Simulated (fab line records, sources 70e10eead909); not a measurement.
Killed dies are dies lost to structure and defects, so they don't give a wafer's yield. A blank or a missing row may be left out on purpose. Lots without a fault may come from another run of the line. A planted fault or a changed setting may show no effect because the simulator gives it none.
Chamber matching | flow nand_harc | NHARC_A_STAIRCASE_DESCUM_11 on rie_diel-01: 4 sister chambers
The step chemistry O2, time 3 s. 4 wafers are shown with their chamber, then 11 later ones without.

WAFERS WITH THEIR CHAMBER
wafer  | chamber | showerhead_plenum_p_Torr (Torr)
L089.5 | 0       | 1.87
L091.3 | 1       | 1.95
L091.4 | 2       | 1.79
L092.1 | 3       | 1.80

WAFERS WITHOUT THEIR CHAMBER
wafer  | showerhead_plenum_p_Torr (Torr)
L092.2 | 1.86
L092.5 | 1.86
L093.2 | 1.95
L093.3 | 1.86
L093.4 | 1.79
L094.2 | 1.86
L094.4 | 1.94
L094.5 | 1.79
L097.1 | 1.79
L097.2 | 1.86
L097.5 | 1.86

WHICH CHAMBER EACH WENT THROUGH
wafer  | from the rows above     | in truth
L092.2 | 0                       | 0
L092.5 | 0                       | 0
L093.2 | 1                       | 1
L093.3 | 0                       | 0
L093.4 | can't be placed: 2 or 3 | 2
L094.2 | 0                       | 0
L094.4 | 1                       | 1
L094.5 | can't be placed: 2 or 3 | 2
L097.1 | can't be placed: 2 or 3 | 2
L097.2 | 0                       | 0
L097.5 | 0                       | 0
Placed correctly: 8 of 11. Can't be placed from these rows: 3 (the true chamber is among the candidates in 3). Placed wrongly: 0.
How it was worked out, from the rows above alone: a wafer's distance from a chamber is the root of the sum, over the readings, of the square of ((its reading less the chamber's mean) divided by the reading's scatter). The wafer belongs to the nearest chamber; if the next one is less than 2 further off, it can't be placed. A chamber's mean is the mean of its shown wafers. The scatter: with one shown wafer a chamber, the root of the mean of the squares of how far each hidden wafer lies from its nearest shown one.
